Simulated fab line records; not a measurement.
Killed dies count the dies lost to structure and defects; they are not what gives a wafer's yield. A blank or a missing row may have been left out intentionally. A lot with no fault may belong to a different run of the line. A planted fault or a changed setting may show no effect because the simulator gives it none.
A struck lot beside a sound one	flow n5 finfet	42 out of 1938 route steps
Sound: these wafers, L858.1, L858.5, L858.6. Struck: wafer L868.6 (L868.3, L868.5, from the same lot, were not struck and are left out); the cause is given at the end.
For every step that has rows: the tool of each side, followed by ch and its chambers, followed by its first start. Under that, the readings that differ: sound wafers	struck wafers	difference of the means	sigmas: that difference in standard deviations of wafers without a fault.
alike: words and numbers the same on both sides, and readings whose means are apart by under 2 such deviations; not compared: readings that were withheld, readings missing a value for some wafer, numbers with overlapping values and no deviation given by the record, and bounds like >300 which may hide the same value.
The two part at a step that has a row with sigmas, a row that says differs or no value, or rows on one side only. Non-overlapping numbers with no deviation appear without sigmas and do not part them. Lack of a reading on every wafer of one side parts them only where that side has two or more wafers.

first, 4 steps without rows for these wafers: N5_BEOL_M5_CVD_47 (deposits Co from CCTBA/H2, target thk 3 nm, time 216 s); N5_BEOL_M5_SPUTTER_48 (material Cu, target thk 15 nm, time 27.62 s); N5_BEOL_M5_ANNEAL_49 (time 1800 s); N5_BEOL_M5_SPUTTER_81 (material Cu, target thk 15 nm, time 27.62 s).
N5_BEOL_M5_ANNEAL_82: time 1800 s.
  sound on pvd sputter-03, day 10 01:49; struck on pvd sputter-03, day 12 11:34
  alike: heater power w
then, 6 steps without rows for these wafers: N5_BEOL_M5_SPUTTER_83 (material Cu, target thk 15 nm, time 27.62 s); N5_BEOL_M5_ANNEAL_84 (time 1800 s); N5_BEOL_M5_SPUTTER_88 (material Cu, target thk 15 nm, time 27.62 s); N5_BEOL_M5_ANNEAL_89 (time 1800 s); N5_BEOL_M5_SPUTTER_90 (material Cu, target thk 4.5 nm, time 8.29 s); N5_BEOL_M5_ECD_50 (material Cu, target thk 300 nm).
N5_BEOL_M5_ANNEAL_51: time 90 s.
  sound on rtp anneal-01 ch 0, day 10 07:07; struck on rtp anneal-01 ch 0, day 12 15:02
  alike: anneal temp c, anneal temp c max, wafer_temp_C_max
N5_BEOL_M5_CMP_52: polishes, stops on SiCOH lowk, t overpolish 6.9 s, target thk 62 nm.
  sound on cmp-03 ch 0,2,3, day 10 07:32; struck on cmp-02 ch 2, day 12 15:15
reading	sound	struck	difference	sigmas
overpolish run s (s)	6.880 6.897 6.906	6.919	+0.025	+3
  alike: barrier field endpoint s, motor current A, time to endpoint s
then, 1 step without rows for these wafers: N5_BEOL_M5_PRE_CLEAN_77 (time 15 s).
N5_BEOL_M5_CO_CAP_78: material Co, precursor CCTBA/H2, target thk 2 nm, time 102.1 s.
  sound on cvd co-02 ch 0,1,2, day 10 07:47; struck on cvd co-01 ch 0, day 12 15:38
  alike: heater power w
then, 2 steps without rows for these wafers: N5_BEOL_M5_PRE_CLEAN_55 (time 15 s); N5_BEOL_M5_DEP_56 (deposits SiCN from 3MS/NH3, target thk 8 nm, time 14 s).
N5_BEOL_M5_INSPECT_58: inspects for defects (darkfield).
  sound on defect inspect-01, day 10 08:00; struck on defect inspect-02, day 12 15:51
reading	sound	struck	difference	sigmas
raw defect count	77 81 50	433	+364	+20
then, 1 step without rows for these wafers: N5_BEOL_M6_ILD_DEP_00 (deposits SiCOH lowk from DEMS/porogen, target thk 179.75 nm, time 33.4 s).
N5_BEOL_M6_CURE_74: cures SiCOH lowk, time 240 s.
  sound on uv cure-02 ch 1, day 10 08:06; struck on uv cure-03 ch 2, day 12 16:49
  alike: lamp power pct, wafer_temp_C_max
N5_BEOL_M6_THK_MEAS_01:
  sound on film metro-01, day 10 08:37; struck on film metro-02, day 12 17:10
  alike: M6_ILD_THK
then, 10 steps without rows for these wafers: N5_BEOL_M6_PECVD_70 (deposits SiO2 from TEOS/O2, target thk 20 nm, time 22.7 s); N5_BEOL_M6_HM_DEP_02 (deposits TiN, target thk 20 nm); N5_BEOL_M6_COAT_59 (time 60 s, resist thk 100 nm); N5_BEOL_M6_COAT_60 (time 60 s, resist thk 35 nm); N5_BEOL_M6_COAT_05 (resist thk 90 nm); N5_BEOL_M6_EBR_07; N5_BEOL_M6_SOFTBAKE_06 (time 60 s); N5_BEOL_M6_EXPOSE_08 (exposes mask M6); N5_BEOL_M6_PEB_09 (peb time 60 s); N5_BEOL_M6_DEVELOP_10 (develop time 30 s).
N5_BEOL_M6_CD_MEAS_11 targets a cd of 38.5 nm.
  sound on cd sem-03 ch 0, day 10 10:04; struck on cd sem-03 ch 0, day 12 19:01
reading	sound	struck	difference	sigmas
cd nm (nm)	38.5 38.0 38.0	39.1	+0.9	+2
N5_BEOL_M6_OVL_MEAS_12:
  sound on overlay-01 ch 0, day 10 10:05; struck on overlay-01 ch 0, day 12 19:02
  alike: M6_OVL
N5_BEOL_M6_INSPECT_13: inspects for defects (brightfield).
  sound on defect inspect-02, day 10 10:07; struck on defect inspect-02, day 12 19:04
reading	sound	struck	difference	sigmas
raw defect count	416 383 328	690	+314	+4
then, 2 steps without rows for these wafers: N5_BEOL_M6_DESCUM_16 (chemistry O2, time 7.9 s); N5_BEOL_M6_ETCH_61 (etches SiARC in CF4, target depth 45.5 nm, time 75.8 s).
N5_BEOL_M6_ETCH_62: etches SOC in N2/H2, target depth 110 nm, overetch 22 nm, time 165 s.
  sound on rie diel-03 ch 0,1,3, day 10 10:14; struck on rie diel-01 ch 3, day 12 19:19
  alike: chamber pressure mTorr, drypump motor current A, oes product au, rf vpp V, showerhead plenum p Torr, throttle valve pct
  not compared: rf hours counter h
then, 3 steps without rows for these wafers: N5_BEOL_M6_STRIP_68 (strips in N2/H2); N5_BEOL_M6_STRIP_67 (strips in CF4); N5_BEOL_M6_HM_OPEN_17 (chemistry Cl2/BCl3, target TiN, target depth 20 nm, overetch 6 nm).
N5_BEOL_M6_INSPECT_30: inspects for defects (brightfield).
  sound on defect inspect-02, day 10 12:27; struck on defect inspect-02, day 12 21:50
reading	sound	struck	difference	sigmas
raw defect count	444 417 341	703	+302	+3
-- the record jumps here: 3 days lie between the struck wafers' starts before and after (it left off in module BEOL_M6 and takes up again in module PASSIVATION, whose first step shown is number 1936 of the route) --
N5_PASSIVATION_PROBE_49:
  the record has rows for the struck wafers here (prober-02, day 16 09:15) and none for the sound ones

== WHERE THEY PART ==
Earliest at N5_BEOL_M5_CMP_52; latest, in this record, at N5_PASSIVATION_PROBE_49.

WHY: what the simulator had put in
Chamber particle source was cmp-02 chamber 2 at N5_BEOL_M5_CMP_52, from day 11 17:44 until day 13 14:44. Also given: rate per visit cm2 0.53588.
